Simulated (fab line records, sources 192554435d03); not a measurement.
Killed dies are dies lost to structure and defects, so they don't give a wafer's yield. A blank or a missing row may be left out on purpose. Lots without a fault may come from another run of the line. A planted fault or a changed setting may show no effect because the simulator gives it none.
One fault seen from 2 desks | flow n5_finfet | each desk has only its own numbers; what lay behind them comes last

THE METROLOGY DESK
What the gauges read, lot by lot, whatever tool the lot ran on: means of the sampled wafers that have a number. A lot is out of limits, marked OUT, if its mean lies more than 4 standard deviations from the usual mean; the brackets give that distance.
Columns: A = cd_nm at N5_BEOL_M5_CD_MEAS_11, usual 28.00 nm
lot  | first seen here | A
L580 | day 8 19:47     | 27.96
L582 | day 9 06:22     | 27.96
L581 | day 9 09:26     | 27.88
L585 | day 9 13:22     | 28.01
L584 | day 9 13:37     | 27.99
L586 | day 10 13:16    | 27.84
L590 | day 12 22:26    | 28.09
L594 | day 14 01:25    | 28.13
L597 | day 15 01:19    | 28.16
L601 | day 15 18:43    | 28.23
L602 | day 16 02:07    | 27.75
This desk's finding: nothing out of limits on any of the 11 lots.

THE TOOL OWNER'S DESK: litho_track-04
The tool's own readings at N5_BEOL_M5_COAT_65 (time 60 s, resist thk 60 nm): means of the sampled wafers that have a number, for each lot that ran on this tool. A lot is out of limits, marked OUT, if its mean lies more than 4 standard deviations from the usual mean; the brackets give that distance.
Columns: A = heater_power_total_W at N5_BEOL_M5_COAT_65, usual 500.5 W; B = plate_temp_C at N5_BEOL_M5_COAT_65, usual 250.03 C; C = spin_speed_rpm at N5_BEOL_M5_COAT_65, usual 1500.1 rpm
lot  | first seen here | A     | B      | C
L580 | day 8 23:10     | 501.4 | 250.17 | 1499.7
L581 | day 9 11:23     | 500.7 | 249.84 | 1500.2
L585 | day 9 14:05     | 500.9 | 250.04 | 1500.7
L586 | day 10 15:29    | 499.8 | 250.08 | 1500.5
L594 | day 14 02:58    | 501.6 | 249.97 | 1288.9 (-99 or more) OUT
L597 | day 15 04:10    | 499.7 | 250.22 | 1288.6 (-99 or more) OUT
This desk's finding: out of limits on L594, L597; first on L594, day 14 02:58 (spin_speed_rpm at N5_BEOL_M5_COAT_65). In limits: L580, L581, L585, L586.

PUT TOGETHER
The tool owner's desk could have raised an alarm at day 14 02:58, on L594, L597.
The metrology desk saw nothing out of limits.
The metrology desk has L594, L597 on record, within its limits.
Of the lots named, all ran N5_BEOL_M5_COAT_65 on litho_track-04.

WHAT THE SIMULATOR HAD PUT IN
Process parameter drift: litho_track-04, from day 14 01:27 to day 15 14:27, at N5_BEOL_M5_COAT_65. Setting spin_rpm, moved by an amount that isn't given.
Lots struck among those shown: L594, L597.
Hours from the fault's start to each desk's first reading out of limits: the tool owner's desk, 2.
